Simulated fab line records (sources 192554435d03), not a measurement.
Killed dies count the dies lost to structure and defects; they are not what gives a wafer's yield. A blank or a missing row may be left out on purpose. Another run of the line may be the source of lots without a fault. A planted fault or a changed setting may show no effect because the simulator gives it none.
fab line records | flow n5Finfet
record: lots: 11 | wafers: 30 | lastDay: 18
route steps=1938 shown BEOL_M11@1581 BEOL_M12@1602 PASSIVATION@1936
lots with no fault: from the same line, run without faults
startH: the number of hours between the record's first day and the start of the first shown wafer of the lot | waitH: hours from the lot's prior step to this one | " same as the row above | L1.1+2: several wafers, shown together as one row | - either no value or no given start | * or withheld: withheld | < > ~ a bound
route shown NAME@n: names a module that has steps shown in the file, with the first one's number in the route | usual: mean/standard deviation taken from wafers without a fault | same: alike in all rows | chamber/n: place in a boat | sites: each site's reading | _std_site: their standard deviation | _edge_site: inner sites' mean taken away from outer sites' mean | radiusMm: for every site, how far away it sits from the centre of the wafer | mask NAME#n: copy n | behind: tool/chamber where the wafer was last shaped | hold: cause of the lot's hold/its duration in hours/its outcome | device: names the non-switching transistor (n, p or np) | end of line: at the end of the route, the tests of the same wafers | a step with no rows: only its recipe | killed: at the first sort, the dies lost to defects and structure; wafer yield is something else | map: a wafer's dies, x killed, . not, _ none there
set.NAME: the setting the step ran with; set.NAME@STEP: the setting that earlier step ran with | model.NAME: the simulator's own value behind a step, which no gauge read
a sample of lots followed through the steps of the route, with each step as a table and each wafer as a row
services: a tool's chamber out of use, with start hour (startH, from the record's first day; less than 0 if before it), hours out, and reason
== steps ==
step: N5_BEOL_M11_OCD_MEAS_38
usual: trenchDepthNm: 148.5/2.9
lot.wafer | tool   | chamber | startH | waitH | trenchDepthNm
L215.2    | ocd-02 | -       | 248.35 | -     | 152.0
L215.3    | "      | -       | "      | "     | 149.2
L215.6    | "      | -       | "      | "     | 152.8
L216.1    | ocd-01 | -       | 254.63 | -     | 149.7
L216.3    | "      | -       | "      | "     | 146.9
L216.6    | "      | -       | "      | "     | 148.9
L217.3    | ocd-01 | -       | 256.90 | -     | 144.6
L217.4    | "      | -       | "      | "     | 146.2
L217.6    | "      | -       | "      | "     | 152.9
L219.1    | ocd-01 | -       | 272.65 | -     | 151.6
L219.3    | "      | -       | "      | "     | 151.3
L219.5    | "      | -       | "      | "     | 153.5
L221.2    | ocd-02 | -       | 276.94 | -     | 149.6
L221.3    | "      | -       | "      | "     | 153.4
L221.5    | "      | -       | "      | "     | 153.2
L220.1    | ocd-01 | -       | 280.83 | -     | 152.2
L220.2    | "      | -       | "      | "     | 152.9
L220.3    | "      | -       | "      | "     | 151.1
L229.1    | ocd-02 | -       | 342.79 | -     | 147.2
L229.3    | "      | -       | "      | "     | 153.4
L234.1    | ocd-02 | -       | 370.59 | -     | 147.0
L234.2    | "      | -       | "      | "     | 146.7
L234.3    | "      | -       | "      | "     | 147.5
L232.1    | ocd-01 | -       | 378.35 | -     | 145.5
L232.5    | "      | -       | "      | "     | 144.7
L233.3    | ocd-02 | -       | 380.86 | -     | 148.5
L233.5    | "      | -       | "      | "     | 149.5
L235.2    | ocd-01 | -       | 394.71 | -     | 152.1
L235.4    | "      | -       | "      | "     | 151.8
L235.6    | "      | -       | "      | "     | 145.9
step: N5_BEOL_M11_CD_MEAS_35
recipe: targetCdNm: 70 | polarity: opening
usual: cdNm: 70.0/0.62
lot.wafer | tool     | chamber | startH | waitH | cdNm
L215.2    | cdSem-01 | -       | 248.50 | 0.0   | 70.6
L215.3    | "        | -       | "      | "     | 70.6
L215.6    | "        | -       | "      | "     | 70.1
L216.1    | cdSem-02 | -       | 254.78 | 0.0   | 69.9
L216.3    | "        | -       | "      | "     | 69.3
L216.6    | "        | -       | "      | "     | 69.6
L217.3    | cdSem-03 | -       | 257.05 | 0.0   | 70.2
L217.4    | "        | -       | "      | "     | 70.3
L217.6    | "        | -       | "      | "     | 68.5
L219.1    | cdSem-02 | -       | 272.80 | 0.0   | 70.9
L219.3    | "        | -       | "      | "     | 70.5
L219.5    | "        | -       | "      | "     | 69.6
L221.2    | cdSem-03 | -       | 277.11 | 0.0   | 70.1
L221.3    | "        | -       | "      | "     | 70.1
L221.5    | "        | -       | "      | "     | 69.6
L220.1    | cdSem-01 | -       | 280.98 | 0.0   | 70.7
L220.2    | "        | -       | "      | "     | 70.7
L220.3    | "        | -       | "      | "     | 71.1
L229.1    | cdSem-02 | -       | 342.94 | 0.0   | 70.1
L229.3    | "        | -       | "      | "     | 70.4
L234.1    | cdSem-02 | -       | 370.75 | 0.0   | 68.6
L234.2    | "        | -       | "      | "     | 69.4
L234.3    | "        | -       | "      | "     | 69.0
L232.1    | cdSem-03 | -       | 378.50 | 0.0   | 70.5
L232.5    | "        | -       | "      | "     | 70.9
L233.3    | cdSem-01 | -       | 381.01 | 0.0   | 70.6
L233.5    | "        | -       | "      | "     | 69.5
L235.2    | cdSem-01 | -       | 394.87 | 0.0   | 69.1
L235.4    | "        | -       | "      | "     | 70.6
L235.6    | "        | -       | "      | "     | 69.7
step: N5_BEOL_M11_RS_MEAS_57
recipe: thkMeasGauge: four-point-probe | reads: Cu_of_BEOL_M11_ECD_50+Co_of_BEOL_M11_CVD_75+TaN_of_BEOL_M11_ALD_74
usual: M11_RS: 0.151/0.0043
lot.wafer | tool         | chamber | startH | waitH | M11_RS[ohm/sq]
L215.2    | filmMetro-02 | -       | 251.31 | 0.0   | 0.148
L215.3    | "            | -       | "      | "     | 0.150
L215.6    | "            | -       | "      | "     | 0.148
L216.1    | filmMetro-01 | -       | 258.50 | 0.0   | 0.150
L216.3    | "            | -       | "      | "     | 0.152
L216.6    | "            | -       | "      | "     | 0.150
L217.3    | filmMetro-02 | -       | 259.14 | 0.0   | 0.158
L217.4    | "            | -       | "      | "     | 0.155
L217.6    | "            | -       | "      | "     | 0.148
L219.1    | filmMetro-02 | -       | 275.50 | 0.0   | 0.145
L219.3    | "            | -       | "      | "     | 0.146
L219.5    | "            | -       | "      | "     | 0.145
L221.2    | filmMetro-02 | -       | 279.54 | 0.0   | 0.151
L221.3    | "            | -       | "      | "     | 0.149
L221.5    | "            | -       | "      | "     | 0.148
L220.1    | filmMetro-02 | -       | 283.52 | 0.0   | 0.146
L220.2    | "            | -       | "      | "     | 0.149
L220.3    | "            | -       | "      | "     | 0.148
L229.1    | filmMetro-02 | -       | 344.97 | 0.1   | 0.151
L229.3    | "            | -       | "      | "     | 0.145
L234.1    | filmMetro-01 | -       | 373.18 | 0.0   | 0.154
L234.2    | "            | -       | "      | "     | 0.156
L234.3    | "            | -       | "      | "     | 0.154
L232.1    | filmMetro-02 | -       | 382.36 | 0.0   | 0.153
L232.5    | "            | -       | "      | "     | 0.155
L233.3    | filmMetro-02 | -       | 383.17 | 0.0   | 0.150
L233.5    | "            | -       | "      | "     | 0.148
L235.2    | filmMetro-01 | -       | 397.33 | 0.0   | 0.148
L235.4    | "            | -       | "      | "     | 0.148
L235.6    | "            | -       | "      | "     | 0.156
step: N5_BEOL_M12_ILD_DEP_00
recipe: material: SiOC | targetThkA: 6589.2 | tempC: 350 | precursor: DEMS/O2 | pressureTorr: 5 | rfW: 500 | timeS: 130.7
usual: heaterPowerW: 470/58 | showerheadPlenumPTorr: 5.693/0.014 | throttleValvePct: 11.9/0.67
lot.wafer | tool     | chamber | startH | waitH | heaterPowerW | showerheadPlenumPTorr | throttleValvePct
L215.2    | pecvd-02 | 0       | 251.37 | 0.0   | 431          | 5.669                 | 12.1
L215.3    | "        | 2       | "      | "     | 524          | 5.667                 | 11.6
L215.6    | "        | 2       | "      | "     | 520          | 5.668                 | 11.5
L216.1    | pecvd-01 | 1       | 258.57 | 0.0   | 391          | 5.693                 | 12.0
L216.3    | "        | 2       | "      | "     | 572          | 5.697                 | 11.6
L216.6    | "        | 2       | "      | "     | 609          | 5.699                 | 12.0
L217.3    | pecvd-03 | 0       | 259.20 | 0.0   | 513          | 5.674                 | 12.7
L217.4    | "        | 1       | "      | "     | 352          | 5.681                 | 12.6
L217.6    | "        | 2       | "      | "     | 441          | 5.689                 | 11.2
L219.1    | pecvd-03 | 0       | 275.56 | 0.0   | 476          | 5.699                 | 12.7
L219.3    | "        | 1       | "      | "     | 418          | 5.688                 | 13.0
L219.5    | "        | 0       | "      | "     | 489          | 5.706                 | 12.8
L221.2    | pecvd-03 | 0       | 279.60 | 0.0   | 434          | 5.704                 | 12.6
L221.3    | "        | 1       | "      | "     | 374          | 5.687                 | 12.9
L221.5    | "        | 1       | "      | "     | 396          | 5.677                 | 13.0
L220.1    | pecvd-01 | 2       | 283.58 | 0.0   | 588          | 5.691                 | 12.0
L220.2    | "        | 1       | "      | "     | 455          | 5.700                 | 12.0
L220.3    | "        | 0       | "      | "     | 478          | 5.716                 | 10.8
L229.1    | pecvd-03 | 2       | 345.03 | 0.0   | 446          | 5.701                 | 11.0
L229.3    | "        | 1       | "      | "     | 450          | 5.685                 | 12.7
L234.1    | pecvd-02 | 1       | 373.24 | 0.0   | 434          | 5.688                 | 11.7
L234.2    | "        | 2       | "      | "     | 501          | 5.676                 | 11.8
L234.3    | "        | 0       | "      | "     | 416          | 5.683                 | 12.5
L232.1    | pecvd-03 | 1       | 382.42 | 0.0   | 402          | 5.681                 | 12.6
L232.5    | "        | 2       | "      | "     | 512          | 5.683                 | 11.3
L233.3    | pecvd-03 | 2       | 383.23 | 0.0   | 514          | 5.694                 | 11.0
L233.5    | "        | 2       | "      | "     | 531          | 5.685                 | 11.4
L235.2    | pecvd-01 | 2       | 397.39 | 0.0   | 601          | 5.697                 | 11.9
L235.4    | "        | 0       | "      | "     | 461          | 5.710                 | 11.0
L235.6    | "        | 0       | "      | "     | 480          | 5.717                 | 10.9
step: N5_BEOL_M12_THK_MEAS_01
recipe: reads: SiOC_of_BEOL_M12_ILD_DEP_00
usual: M12_ILD_THK: 660/8.2
lot.wafer | tool         | chamber | startH | waitH | M12_ILD_THK[nm]
L215.2    | filmMetro-02 | -       | 251.50 | 0.1   | 679
L215.3    | "            | -       | "      | "     | 668
L215.6    | "            | -       | "      | "     | 680
L216.1    | filmMetro-02 | -       | 258.70 | 0.1   | 654
L216.3    | "            | -       | "      | "     | 650
L216.6    | "            | -       | "      | "     | 668
L217.3    | filmMetro-01 | -       | 259.33 | 0.1   | 647
L217.4    | "            | -       | "      | "     | 665
L217.6    | "            | -       | "      | "     | 658
L219.1    | filmMetro-01 | -       | 275.69 | 0.1   | 643
L219.3    | "            | -       | "      | "     | 658
L219.5    | "            | -       | "      | "     | 655
L221.2    | filmMetro-01 | -       | 279.73 | 0.1   | 650
L221.3    | "            | -       | "      | "     | 658
L221.5    | "            | -       | "      | "     | 662
L220.1    | filmMetro-02 | -       | 283.71 | 0.1   | 655
L220.2    | "            | -       | "      | "     | 660
L220.3    | "            | -       | "      | "     | 646
L229.1    | filmMetro-02 | -       | 345.16 | 0.1   | 911
L229.3    | "            | -       | "      | "     | 918
L234.1    | filmMetro-01 | -       | 373.37 | 0.1   | 651
L234.2    | "            | -       | "      | "     | 660
L234.3    | "            | -       | "      | "     | 650
L232.1    | filmMetro-02 | -       | 382.55 | 0.1   | 916
L232.5    | "            | -       | "      | "     | 669
L233.3    | filmMetro-02 | -       | 383.37 | 0.1   | 936
L233.5    | "            | -       | "      | "     | 676
L235.2    | filmMetro-02 | -       | 397.58 | 0.1   | 653
L235.4    | "            | -       | "      | "     | 661
L235.6    | "            | -       | "      | "     | 665
step: N5_BEOL_M12_STRIP_63
recipe: chemistry: N2/H2 | powerW: 1000 | tempC: 250 | h2Frac: 0.65 | overashFraction: 0.3 | pressureMtorr: 1000 | n2FlowSccm: 1750 | h2FlowSccm: 3250
usual: drypumpMotorCurrentA: 5.70/0.29 | heaterPowerW: 321/28 | oesProductAu: 0.693/0.0047 | stripTimeToEndpointS: 42.3/0.75
lot.wafer | tool           | chamber | startH | waitH | drypumpMotorCurrentA | heaterPowerW | oesProductAu | rfHoursCounterH | stripTimeToEndpointS
L215.2    | plasmaAsher-02 | 0       | 252.43 | -     | 5.93                 | 378          | 0.685        | 68              | 40.6
L215.3    | "              | 0       | "      | "     | 5.94                 | 380          | 0.691        | -               | 42.0
L215.6    | "              | 1       | "      | "     | 4.95                 | 307          | 0.703        | -               | 40.8
L216.1    | plasmaAsher-01 | 0       | 259.38 | -     | 5.70                 | 290          | 0.699        | 130             | 42.8
L216.3    | "              | 0       | "      | "     | 5.70                 | 299          | 0.695        | -               | 43.9
L216.6    | "              | 1       | "      | "     | 5.86                 | 327          | 0.690        | -               | 42.4
L217.3    | plasmaAsher-01 | 1       | 260.15 | -     | 5.87                 | 324          | 0.691        | -               | 42.9
L217.4    | "              | 0       | "      | "     | 5.68                 | 300          | 0.683        | -               | 41.4
L217.6    | "              | 0       | "      | "     | 5.73                 | 297          | 0.695        | -               | 41.7
L219.1    | plasmaAsher-01 | 0       | 276.37 | -     | 5.69                 | 290          | 0.690        | 133             | 43.9
L219.3    | "              | 1       | "      | "     | 5.85                 | 320          | 0.693        | -               | 42.0
L219.5    | "              | 1       | "      | "     | 5.89                 | 324          | 0.687        | -               | 42.7
L221.2    | plasmaAsher-01 | 0       | 280.41 | -     | 5.67                 | 302          | 0.696        | 134             | 42.8
L221.3    | "              | 1       | "      | "     | 5.89                 | 326          | 0.691        | -               | 42.9
L221.5    | "              | 1       | "      | "     | 5.87                 | 325          | 0.694        | -               | 42.4
L220.1    | plasmaAsher-01 | 1       | 284.39 | -     | 5.86                 | 324          | 0.688        | 134             | 42.4
L220.2    | "              | 0       | "      | "     | 5.68                 | 304          | 0.698        | 134             | 42.4
L220.3    | "              | 0       | "      | "     | 5.73                 | 297          | 0.698        | -               | 43.4
L229.1    | plasmaAsher-02 | 0       | 345.96 | -     | 5.92                 | 386          | 0.664        | 85              | 20.5
L229.3    | "              | 1       | "      | "     | 4.97                 | 318          | 0.662        | -               | 19.7
L234.1    | plasmaAsher-01 | 0       | 374.08 | -     | 5.71                 | 300          | 0.697        | 154             | 42.1
L234.2    | "              | 1       | "      | "     | 5.87                 | 326          | 0.692        | 154             | 43.0
L234.3    | "              | 0       | "      | "     | 5.71                 | 293          | 0.690        | -               | 43.5
L232.1    | plasmaAsher-02 | 1       | 383.35 | -     | 4.96                 | 324          | 0.662        | 91              | 20.4
L232.5    | "              | 0       | "      | "     | 5.91                 | 381          | 0.694        | -               | 42.4
L233.3    | plasmaAsher-02 | 1       | 384.19 | -     | 4.95                 | 311          | 0.650        | -               | 18.5
L233.5    | "              | 0       | "      | "     | 5.89                 | 394          | 0.692        | -               | 40.9
L235.2    | plasmaAsher-01 | 1       | 398.25 | -     | 5.89                 | 320          | 0.691        | 158             | 43.2
L235.4    | "              | 1       | "      | "     | 5.89                 | 329          | 0.690        | -               | 42.9
L235.6    | "              | 1       | "      | "     | 5.91                 | 324          | 0.699        | -               | 42.2
step: N5_PASSIVATION_PROBE_49
usual: defectLimitedYield: 91.4/1.5 | killed_at_M0_to_M3: 35/11 | killed_at_M4_up: 16/7 | killedAtContacts: 11/5.3 | killedAtFrontEnd: 37/11 | killedAtOther: 3.1/2.8 | killedDies: 102/18 | killedOpen: 69/15 | killedShort: 31/7.8 | sort_bin_5_function: 5.1/1.1 | sort_bin_6_memory: 3.2/0.69 | sortNPass: 1078/18 | sortYieldPct: 91.4/1.5
same: grossDies: 1180 | killedAtBackSide: 0 | sort_bin_4_leakage[%]: 0 | sort_bin_8_speed[%]: 0
lot.wafer | tool      | chamber | startH | waitH | defectLimitedYield[%] | killed_at_M0_to_M3 | killed_at_M4_up | killedAtContacts | killedAtFrontEnd | killedAtOther | killedDies | killedOpen | killedShort | sort_bin_5_function[%] | sort_bin_6_memory[%] | sortNPass | sortYieldPct[%]
L233.5    | prober-01 | -       | 425.18 | 0.2   | 90.7                  | 33                 | 12              | 11               | 46               | 8             | 110        | 60         | 36          | 5.1                    | 2.9                  | 1070      | 90.7
killed by level:class
L233.5 HKMG_FIN:areaEtch=14 BEOL_M0_SAQP:geometricParticle:short=11 MOL_CONTACT_COAG:geometricParticle:open=10 STI_FIN_REVEAL:geometricParticle:open=8 FIN_SAQP:geometricParticle:short=6 FIN_SAQP:geometricParticle:open=5 BEOL_M0_SAQP:geometricParticle:open=5 BEOL_M2:geometricParticle:open=5
== services ==
tool           | chamber | startH | hours | kind
plasmaAsher-02 | -       | 233.27 | 2.8   | pm
pecvd-03       | 1       | 236.93 | 4.2   | repair
pecvd-01       | -       | 249.84 | 0.6   | repair
pecvd-01       | -       | 269.73 | 1.0   | repair
pecvd-02       | 2       | 294.19 | 2.1   | scheduledDown
pecvd-01       | 1       | 296.81 | 5.5   | scheduledDown
plasmaAsher-02 | -       | 301.30 | 11.8  | repair
pecvd-01       | 0       | 302.27 | 2.1   | scheduledDown
pecvd-02       | 0       | 303.73 | 4.6   | scheduledDown
pecvd-01       | 1       | 304.40 | 2.1   | scheduledDown
pecvd-01       | 2       | 341.95 | 5.0   | scheduledDown
pecvd-01       | -       | 357.40 | 1.4   | repair
pecvd-03       | 2       | 365.60 | 5.5   | scheduledDown
pecvd-01       | 1       | 383.62 | -     | clean
pecvd-01       | 1       | 383.62 | -     | consumableReplace:showerhead
pecvd-01       | 1       | 383.62 | 29.0  | scheduledDown
pecvd-01       | 1       | 383.62 | 29.0  | ventCycle
pecvd-01       | 2       | 384.25 | 2.1   | scheduledDown
== key ==
firstSign: step: N5_BEOL_M12_THK_MEAS_01 | reading: M12_ILD_THK | direction: up | sigmas: 32 | usual: 660 | struck: 920
effect: step: N5_BEOL_M12_STRIP_63 | reading: stripTimeToEndpointS | direction: down | sigmas: 30 | usual: * | struck: *
metAt N5_BEOL_M12_ILD_DEP_00
struckLots L229,L232,L233
struckWafers L229.1,L229.3,L232.1,L233.3
baselineLoss: step: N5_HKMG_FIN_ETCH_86 | wafers: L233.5
notActingAt N5_BEOL_M11_OCD_MEAS_38,N5_BEOL_M11_CD_MEAS_35,N5_BEOL_M11_RS_MEAS_57
onsetBetween 279.60 345.03
fault: kind: processParameterDrift | tool: pecvd-03 | chamber: - | onsetH: 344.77 | steps: N5_BEOL_M12_ILD_DEP_00 | channel: targetThkA | offset: * | shape: step | endH: 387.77 | scope: struckWafersOnly | actsIn: * | stated: *
baselineLoss: these wafers lose ten dies or more at that step, a loss of the line's own and not of a fault; the sort's usual values leave them out
